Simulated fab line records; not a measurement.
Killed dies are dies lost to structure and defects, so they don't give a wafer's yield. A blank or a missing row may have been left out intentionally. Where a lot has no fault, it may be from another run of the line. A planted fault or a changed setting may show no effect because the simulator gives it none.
Which tool is to blame? | flow n5_finfet | 10 lots, 30 wafers sampled, at 5 steps of a route of 1938

## WHAT THE GAUGES READ, wafer by wafer
N5_BEOL_M4_RC_MEAS_101.
lot  | measured     | on        | DIBL_N (mV/V)
L932 | day 9 04:13  | prober-02 | 35.3 34.1 34.1
L934 | day 9 10:55  | prober-02 | 37.2 37.2 39.4
L936 | day 10 10:31 | prober-02 | 39.2 37.6 38.4
L939 | day 13 12:19 | prober-01 | 35.0 37.5 36.5
L940 | day 12 19:20 | prober-01 | 34.9 36.6 34.6
L941 | day 11 14:51 | prober-01 | 34.9 34.1 34.5
L946 | day 14 05:10 | prober-01 | 36.7 36.8 35.3
L949 | day 14 18:17 | prober-01 | 36.4 37.5 37.3
L951 | day 15 15:37 | prober-01 | 37.1 37.7 36.9
L953 | day 15 15:25 | prober-02 | 36.2 36.1 35.8

## WHAT TOOL EACH LOT RAN ON (gives the tool, then ch and the chambers of the sampled wafers, and finally the start)
lot  | N5_GATE_CUT_VAPOR_ETCH_48         | N5_GATE_CUT_VAPOR_ETCH_49         | N5_GATE_CUT_ALD_22                | N5_GATE_CUT_CMP_23
L932 | rie_metal-01 ch 0,1, day 5 02:04  | rie_metal-01 ch 0,1, day 5 02:06  | ald_sin-03 ch 0,2,3, day 5 02:22  | cmp-03 ch 0,1,2, day 5 03:52
L934 | rie_metal-01 ch 0,1, day 5 12:25  | rie_metal-01 ch 0,1, day 5 12:26  | ald_sin-03 ch 1,3, day 5 12:40    | cmp-03 ch 0,2,3, day 5 14:10
L936 | rie_metal-02 ch 0,1, day 6 01:39  | rie_metal-02 ch 0,1, day 6 01:41  | ald_sin-02 ch 0,2, day 6 01:55    | cmp-03 ch 1,2,3, day 6 03:25
L939 | rie_metal-02 ch 0,1, day 6 18:31  | rie_metal-02 ch 0,1, day 6 18:32  | ald_sin-01 ch 0,1,3, day 6 18:48  | cmp-02 ch 0,1,3, day 6 20:22
L940 | rie_metal-01 ch 0,1, day 7 00:11  | rie_metal-01 ch 0,1, day 7 00:13  | ald_sin-03 ch 0,2, day 7 00:35    | cmp-03 ch 0,2,3, day 7 02:07
L941 | rie_metal-01 ch 0,1, day 7 07:26  | rie_metal-01 ch 0,1, day 7 07:28  | ald_sin-02 ch 1,2,3, day 7 07:41  | cmp-03 ch 0,1,3, day 7 09:11
L946 | rie_metal-01 ch 0, day 8 11:05    | rie_metal-01 ch 0, day 8 11:09    | ald_sin-03 ch 1,2, day 8 11:26    | cmp-01 ch 0,3, day 8 12:55
L949 | rie_metal-03 ch 0,1, day 9 15:14  | rie_metal-03 ch 0,1, day 9 15:16  | ald_sin-02 ch 0,1,3, day 9 15:30  | cmp-02 ch 1,2, day 9 16:59
L951 | rie_metal-01 ch 0,1, day 10 02:38 | rie_metal-01 ch 0,1, day 10 02:40 | ald_sin-03 ch 1,2, day 10 02:53   | cmp-02 ch 0,1, day 10 04:25
L953 | rie_metal-03 ch 0,1, day 10 12:47 | rie_metal-03 ch 0,1, day 10 12:49 | ald_sin-02 ch 1,2,3, day 10 13:02 | cmp-02 ch 0,1,3, day 10 14:32
- N5_GATE_CUT_VAPOR_ETCH_48: etches TiN in BCl3/Cl2.
- N5_GATE_CUT_VAPOR_ETCH_49: etches TiAlC in BCl3/Cl2.
- N5_GATE_CUT_ALD_22: deposits SiNx, target thk 16 nm, pulse time 1 s, ald cycles 320.
- N5_GATE_CUT_CMP_23: polishes, stops on SiO2, t overpolish 23.4 s, target thk 16 nm.

## THE ANSWER, worked out from the rows above alone
Rule: the lots themselves supply what counts as usual. The widest of any qualifying gaps counts: lots, ordered by their means at a reading, are off when they make up no more than a third of the lots, leave a main group of 4 or more, and stand apart from it by 3 or more times the standard deviation of that group's means. If all means in a main group match to the digits the tables above print for the reading, that group is not used. A lot without any number at a reading at which 4 lots or more have one is off too. The other lots that the step has rows for count as sound.
No lot is off on any of the readings shown, so nothing can be concluded from this.

## WHAT THE SIMULATOR HAD INSERTED
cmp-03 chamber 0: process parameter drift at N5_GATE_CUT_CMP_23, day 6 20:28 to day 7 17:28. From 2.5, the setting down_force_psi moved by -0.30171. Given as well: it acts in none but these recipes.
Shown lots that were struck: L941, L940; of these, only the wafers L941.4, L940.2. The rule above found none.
